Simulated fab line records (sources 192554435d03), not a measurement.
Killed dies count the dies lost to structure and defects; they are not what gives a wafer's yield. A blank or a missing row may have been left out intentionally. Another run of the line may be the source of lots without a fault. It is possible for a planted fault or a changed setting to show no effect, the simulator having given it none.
Which tool was responsible? -- flow n5 finfet -- 10 lots, 26 wafers sampled, at 6 steps of a route of 1938

## WHAT THE GAUGES SHOWED, per wafer
N5_BEOL_M4_RC_MEAS_101.
lot,measured,on,DIBL_N (mV/V),DIBL_P (mV/V),IOFF_N (nA/um),IOFF_P (nA/um),ION_N (uA/um),ION_P (uA/um),SS_N (mV/dec),SS_P (mV/dec),VT_N (mV),VT_P (mV)
L232,day 8 12:38,prober-02,34.2 31.6,33 31,0.13 0.10,0.19 0.15,673 662,461 464,70.8 70.7,72.6 71.8,251 255,-249 -252
L233,day 8 18:04,prober-02,37.3 37.2,39 38,0.19 0.18,0.21 0.20,691 680,466 457,72.6 72.3,73.9 73.5,248 251,-251 -256
L237,day 9 06:55,prober-02,35.2 32.3,35 32,0.13 0.09,0.17 0.13,662 655,449 454,71.6 70.1,72.9 73.1,250 256,-253 -257
L236,day 9 09:36,prober-02,35.9 34.6,37 35,0.16 0.13,0.24 0.20,684 676,478 471,72.1 71.6,73.5 73.7,250 252,-249 -249
L239,day 10 03:44,prober-02,35.6 35.7 36.1,35 36 36,0.14 0.16 0.15,0.20 0.22 0.21,668 683 683,464 473 470,70.9 71.1 71.6,72.9 72.1 72.9,249 247 252,-250 -251 -248
L242,day 11 02:05,prober-01,37.1 39.3 36.3,37 39 36,0.17 0.20 0.16,0.22 0.26 0.23,673 671 684,456 452 466,71.7 72.3 71.8,72.7 74.0 73.4,245 247 245,-248 -244 -248
L244,day 11 05:14,prober-02,32.9 35.1 36.9,32 34 37,0.09 0.12 0.15,0.14 0.16 0.19,649 669 671,452 460 461,71.6 71.0 71.4,72.4 73.0 73.3,257 257 255,-256 -256 -251
L247,day 12 03:56,prober-01,35.7 35.8 35.6,35 37 35,0.14 0.15 0.16,0.22 0.27 0.23,679 676 697,467 478 488,71.4 71.1 71.5,73.6 73.7 73.8,252 251 247,-247 -243 -243
L254,day 13 09:18,prober-02,30.2 31.0 31.3,29 30 30,0.08 0.09 0.09,0.11 0.11 0.12,665 646 648,457 447 442,70.0 70.0 69.9,72.5 72.4 72.0,259 257 259,-258 -257 -259
L253,day 14 00:22,prober-02,31.1 34.4 34.5,28 30 32,0.07 0.10 0.11,0.10 0.12 0.13,644 640 672,447 434 461,69.2 70.3 70.5,71.7 71.8 72.5,262 260 254,-261 -260 -258

N5_BEOL_M9_INSPECT_13: inspects for defects (brightfield).
lot,measured,on,raw defect count
L232,day 10 04:44,defect inspect-02,531 456
L233,day 10 13:28,defect inspect-01,607 457
L237,day 11 02:02,defect inspect-01,425 330
L236,day 11 09:37,defect inspect-02,339 365
L239,day 11 23:25,defect inspect-01,449 443 452
L242,day 12 21:53,defect inspect-02,455 586 538
L244,day 13 04:51,defect inspect-02,392 250 363
L247,day 14 00:10,defect inspect-01,345 401 325
L254,day 15 04:17,defect inspect-01,365 443 343
L253,day 15 20:38,defect inspect-02,413 430 536

N5_BEOL_M9_CD_MEAS_18: pitch 140 nm, target cd 70 nm.
lot,measured,on,cd nm (nm)
L232,day 10 05:50,cd sem-01,69.6 69.5
L233,day 10 15:17,cd sem-03,70.8 70.3
L237,day 11 02:32,cd sem-01,70.9 70.9
L236,day 11 10:26,cd sem-01,71.9 71.3
L239,day 12 00:01,cd sem-03,71.0 70.0 70.9
L242,day 12 22:31,cd sem-03,70.9 70.9 70.5
L244,day 13 05:30,cd sem-03,69.5 71.1 70.3
L247,day 14 00:47,cd sem-02,70.5 70.9 69.7
L254,day 15 04:53,cd sem-02,69.6 71.1 71.2
L253,day 15 21:55,cd sem-03,71.2 70.1 70.4

N5_BEOL_M9_CD_MEAS_28: target cd 70 nm.
lot,measured,on,cd nm (nm)
L232,day 10 07:31,cd sem-02,70.05 69.83
L233,day 10 16:28,cd sem-01,69.55 69.41
L237,day 11 02:52,cd sem-03,69.86 69.85
L236,day 11 10:57,cd sem-03,70.16 69.46
L239,day 12 01:16,cd sem-01,70.03 70.08 69.81
L242,day 13 00:09,cd sem-02,57.58 58.05 58.22
L244,day 13 07:13,cd sem-01,59.55 59.67 59.51
L247,day 14 01:36,cd sem-02,69.81 69.62 70.14
L254,day 15 07:13,cd sem-02,70.07 69.81 69.52
L253,day 15 22:32,cd sem-01,70.00 70.09 70.34

## TOOL THAT RAN EACH LOT (tool first, then ch and the chambers of the sampled wafers, then the start)
lot,N5_BEOL_M9_ETCH_61,N5_BEOL_M9_EXPOSE_25
L232,"rie diel-03 ch 0,3, day 10 05:07","euv scanner-02 ch 0, day 10 07:24"
L233,"rie diel-03 ch 0, day 10 14:52","euv scanner-01 ch 0, day 10 16:20"
L237,"rie diel-01 ch 1,2, day 11 02:06","euv scanner-02 ch 0, day 11 02:44"
L236,"rie diel-03 ch 0,2, day 11 09:50","euv scanner-01 ch 0, day 11 10:49"
L239,"rie diel-02 ch 2,3, day 11 23:37","euv scanner-02 ch 0, day 12 01:08"
L242,"rie diel-03 ch 1,2,3, day 12 22:05","euv scanner-02 ch 0, day 13 00:01"
L244,"rie diel-02 ch 0,1,3, day 13 05:01","euv scanner-02 ch 0, day 13 07:05"
L247,"rie diel-02 ch 0,1, day 14 00:21","euv scanner-01 ch 0, day 14 01:28"
L254,"rie diel-01 ch 2,3, day 15 04:28","euv scanner-01 ch 0, day 15 07:05"
L253,"rie diel-01 ch 0,1, day 15 21:30","euv scanner-01 ch 0, day 15 22:25"
- N5_BEOL_M9_ETCH_61: etches SiARC in CF4, target depth 39 nm, time 65 s.
- N5_BEOL_M9_EXPOSE_25: exposes mask V8.

## WHAT THE TOOLS THEMSELVES READ (means of the sampled wafers that have a number; where no wafer has one, the mark that the record gives instead)
N5_BEOL_M9_ETCH_61.
lot,tool,drypump motor current A (A),etch rf on time s (s),mfc ar sccm (sccm),oes product au (a.u.),rf vpp V (V),showerhead plenum p Torr (Torr),throttle valve pct (%)
L232,rie diel-03,5.3,67.2,99.74,0.62,184.1,2.14,15.93
L233,rie diel-03,5.4,66.2,100.06,0.62,185.0,2.22,16.05
L237,rie diel-01,5.7,65.6,99.58,0.63,182.5,2.12,15.61
L236,rie diel-03,5.7,63.7,99.78,0.71,183.9,2.16,15.89
L239,rie diel-02,5.6,65.2,100.01,0.66,184.8,2.16,15.61
L242,rie diel-03,5.4,65.4,100.10,0.74,183.1,2.08,15.75
L244,rie diel-02,5.5,65.2,100.37,0.69,184.2,2.13,15.57
L247,rie diel-02,5.6,65.6,100.04,0.71,183.9,2.14,15.49
L254,rie diel-01,6.1,62.6,99.84,0.60,184.1,2.08,15.96
L253,rie diel-01,5.7,65.0,99.60,0.61,182.1,2.05,15.72

N5_BEOL_M9_EXPOSE_25.
lot,tool,exposure dose mJ cm2
L232,euv scanner-02,37.17
L233,euv scanner-01,37.24
L237,euv scanner-02,37.09
L236,euv scanner-01,37.15
L239,euv scanner-02,37.14
L242,euv scanner-02,23.53
L244,euv scanner-02,26.32
L247,euv scanner-01,37.17
L254,euv scanner-01,37.15
L253,euv scanner-01,37.10

## THE ANSWER, worked out from the rows above alone
Rule: the usual values come from the lots themselves. The widest of any qualifying gaps counts: lots, ordered by their means at a reading, are off when they make up no more than a third of the lots, leave a main group of 4 or more, and stand apart from it by 3 or more times the standard deviation of that group's means. The tables above print the reading to a certain number of digits; a main group whose means all agree to those digits is not used. Also off: a lot with no number at a reading for which 4 or more lots have one. The other lots that the step has rows for count as sound. The gauges are gone through in route order, then the tools' own readings, and for those a lot's mean is taken as printed above. The first step at which some lot is off is used, and at that step the reading that is off furthest; a lot without a number counts as furthest.
Off: L242, L244, at N5_BEOL_M9_CD_MEAS_28 (cd nm). For the main group the mean is 69.86 nm and the standard deviation 0.18.
If a tool, at a process step before that reading, ran all the lots that are off and no sound lot after the first of them, it fits. Not tried: the gauges at N5_BEOL_M9_CD_MEAS_28; whatever is off there is also off at N5_BEOL_M9_EXPOSE_25, on other tools, and gauge error can't account for it. One fits: N5_BEOL_M9_EXPOSE_25 on euv scanner-02. A fault onset in the window from L239 (day 12 01:08, its last sound lot) to L242 (day 13 00:01, its first lot off) fits.
The tool's own readings at N5_BEOL_M9_EXPOSE_25 bear it out: on the lots that are off they differ by more than 5 times the standard deviation of the sound lots' means. exposure dose mJ cm2 reads 24.93 there against 37.15 on the sound lots.

## WHAT THE SIMULATOR HAD PUT IN
Process parameters drifting: euv scanner-02 at N5_BEOL_M9_EXPOSE_25, beginning at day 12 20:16. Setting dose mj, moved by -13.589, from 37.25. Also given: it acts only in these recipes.
Struck lots among those shown: L242, L244. The rule given above showed the same thing.
